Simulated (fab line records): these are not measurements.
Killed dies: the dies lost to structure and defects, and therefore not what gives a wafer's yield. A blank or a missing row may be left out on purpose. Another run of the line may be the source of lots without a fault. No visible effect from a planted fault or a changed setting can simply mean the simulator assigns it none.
Matching of chambers ; flow n5 finfet ; ald metal-02 running N5_BEOL_M6_ALD_77: 4 sister chambers
The step deposits TaN, target thk 2 nm, pulse time 2 s, purge time 3 s. 16 wafers are shown with their chamber, then 7 later ones without.

## WAFERS WITH THEIR CHAMBER
wafer;chamber;heater power w (W)
L249.1;2;345
L249.3;3;374
L250.1;3;384
L250.2;2;346
L250.5;3;381
L251.1;2;344
L251.2;0;358
L251.5;3;373
L253.1;2;337
L253.3;3;377
L253.6;1;365
L254.2;0;354
L254.3;1;362
L254.6;3;383
L255.1;0;350
L255.2;3;378

SIGNATURES (averages over the wafers above)
reading;chamber 0;chamber 1;chamber 2;chamber 3;scatter within a chamber
heater power w;354.00;363.50;343.00;378.57;4.04
Rule: for a wafer and a chamber, the distance is found by dividing, reading by reading, the gap between the wafer's reading and the chamber's mean by the reading's scatter, squaring, summing and taking the root. If the next closest chamber is less than 2 further off than the closest, the wafer can't be placed; otherwise it belongs to the closest. The scatter is the square root of a quotient: the sum, over the shown wafers, of each reading's squared deviation from its chamber's mean, divided by wafers minus chambers.

## WAFERS WITH NO CHAMBER GIVEN
wafer;heater power w (W)
L255.6;353
L260.2;361
L260.4;360
L260.5;373
L267.1;381
L267.2;366
L267.6;362

## CHAMBER TAKEN BY EACH
wafer;from the rows above;in truth
L255.6;0;0
L260.2;can't be placed: 1 or 0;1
L260.4;can't be placed: 1 or 0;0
L260.5;can't be placed: 3 or 1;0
L267.1;3;3
L267.2;1;1
L267.6;can't be placed: 1 or 0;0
3 of 7 placed correctly. Can't be placed from these rows: 4 (the true chamber is among the candidates in 3). 0 placed wrongly.
